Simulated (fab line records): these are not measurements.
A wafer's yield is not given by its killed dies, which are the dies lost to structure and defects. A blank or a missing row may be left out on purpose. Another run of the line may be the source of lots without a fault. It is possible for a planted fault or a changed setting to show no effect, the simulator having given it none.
Split-lot experiment | flow n5-finfet | 39 wafers read across 7 lots, on a route 1938 steps long

## ON THE SPLIT
At N5_FIN_SAQP_EXPOSE_13 (exposes mask FIN CORE, target cd 35.6 nm), the setting dose-mj was moved away from the recipe's 63.25 on 12 of the 39 wafers read, by -6.9% to +7.4%. This setting was run at the recipe's value on the other wafers.

## FROM THE SPLIT TO THE READING: what the file shows between them, 2 steps
- N5_FIN_SAQP_PEB_14: peb time 60 s
- N5_FIN_SAQP_DEVELOP_15: develop time 30 s

## THE READING
At N5_FIN_SAQP_CD_MEAS_16: cd-nm in nanometres, against a target cd of 35.6 nm. Typical for fault-free wafers on this fab line: 35.6 nm, with standard deviation 0.4 nm.

wafer  | tool, chamber at the split | dose-mj as run | against the recipe | cd-nm, nm | against lot-mates on the recipe
L076.1 | arfi-scanner-01, 0         | 63.25          | recipe             | 35.9      | -
L076.2 | arfi-scanner-01, 0         | 63.25          | recipe             | 35.3      | -
L076.3 | arfi-scanner-01, 0         | 67.92          | +7.4%              | 33.2      | -2.4
L076.4 | arfi-scanner-01, 0         | 67.92          | +7.4%              | 33.1      | -2.5
L076.5 | arfi-scanner-01, 0         | 63.25          | recipe             | 35.5      | -
L076.6 | arfi-scanner-01, 0         | 67.92          | +7.4%              | 33.3      | -2.3
L080.1 | arfi-scanner-03, 0         | 63.25          | recipe             | 35.6      | -
L080.2 | arfi-scanner-03, 0         | 63.25          | recipe             | 34.9      | -
L080.3 | arfi-scanner-03, 0         | 64.84          | +2.5%              | 34.8      | -0.3
L080.4 | arfi-scanner-03, 0         | 64.84          | +2.5%              | 34.9      | -0.2
L080.5 | arfi-scanner-03, 0         | 64.84          | +2.5%              | 34.5      | -0.6
L080.6 | arfi-scanner-03, 0         | 63.25          | recipe             | 34.8      | -
L081.1 | arfi-scanner-01, 0         | 63.25          | recipe             | 35.3      | -
L081.2 | arfi-scanner-01, 0         | 63.25          | recipe             | 35.5      | -
L081.3 | arfi-scanner-01, 0         | 63.25          | recipe             | 35.6      | -
L081.4 | arfi-scanner-01, 0         | 63.25          | recipe             | 35.8      | -
L081.5 | arfi-scanner-01, 0         | 63.25          | recipe             | 35.4      | -
L081.6 | arfi-scanner-01, 0         | 63.25          | recipe             | 35.3      | -
L082.1 | arfi-scanner-02, 0         | 60.36          | -4.6%              | 36.9      | +1.5
L082.2 | arfi-scanner-02, 0         | 60.36          | -4.6%              | 37.7      | +2.3
L082.3 | arfi-scanner-02, 0         | 60.36          | -4.6%              | 37.2      | +1.8
L082.4 | arfi-scanner-02, 0         | 63.25          | recipe             | 34.9      | -
L082.5 | arfi-scanner-02, 0         | 63.25          | recipe             | 35.6      | -
L082.6 | arfi-scanner-02, 0         | 63.25          | recipe             | 35.6      | -
L087.1 | arfi-scanner-01, 0         | 63.25          | recipe             | 36.5      | -
L087.2 | arfi-scanner-01, 0         | 63.25          | recipe             | 36.1      | -
L087.3 | arfi-scanner-01, 0         | 63.25          | recipe             | 35.2      | -
L087.4 | arfi-scanner-01, 0         | 63.25          | recipe             | 35.6      | -
L087.5 | arfi-scanner-01, 0         | 63.25          | recipe             | 36.0      | -
L087.6 | arfi-scanner-01, 0         | 63.25          | recipe             | 35.8      | -
L094.2 | arfi-scanner-02, 0         | 63.25          | recipe             | 35.1      | -
L094.3 | arfi-scanner-02, 0         | 63.25          | recipe             | 35.4      | -
L094.4 | arfi-scanner-02, 0         | 63.25          | recipe             | 35.3      | -
L095.1 | arfi-scanner-01, 0         | 63.25          | recipe             | 35.4      | -
L095.2 | arfi-scanner-01, 0         | 63.25          | recipe             | 35.4      | -
L095.3 | arfi-scanner-01, 0         | 58.88          | -6.9%              | 37.3      | +1.8
L095.4 | arfi-scanner-01, 0         | 58.88          | -6.9%              | 37.1      | +1.6
L095.5 | arfi-scanner-01, 0         | 63.25          | recipe             | 35.6      | -
L095.6 | arfi-scanner-01, 0         | 58.88          | -6.9%              | 37.4      | +1.9

THE FIT
A straight line over all 39 wafers: cd-nm changes by -0.303 nm for each +1% of dose-mj; r = -0.94; the points scatter about the line by 0.36 nm.
The same after taking each lot's own level away (the mean of its wafers on the recipe; 39 wafers): -0.305 nm for each +1%; r = -0.95; scatter 0.33 nm.
According to that fit, moving dose-mj by its largest amount changes the reading by 2.3 nm.
Across the lots, their own levels run from 35.10 to 35.87 nm, a range of 1.9 times the standard deviation given above.
The two slopes are in agreement: the lot-to-lot level therefore moves the slope only a little.
Check: -2.18 nm against its lot-mates is what the line predicts for one of the wafers moved furthest among these (+7.4%) when that wafer is left out of the fit. Against them it came out at -2.37 nm.

## FILE'S OWN FIT
cd-nm changes by -0.307 nm for each +1% of dose-mj, r = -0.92.
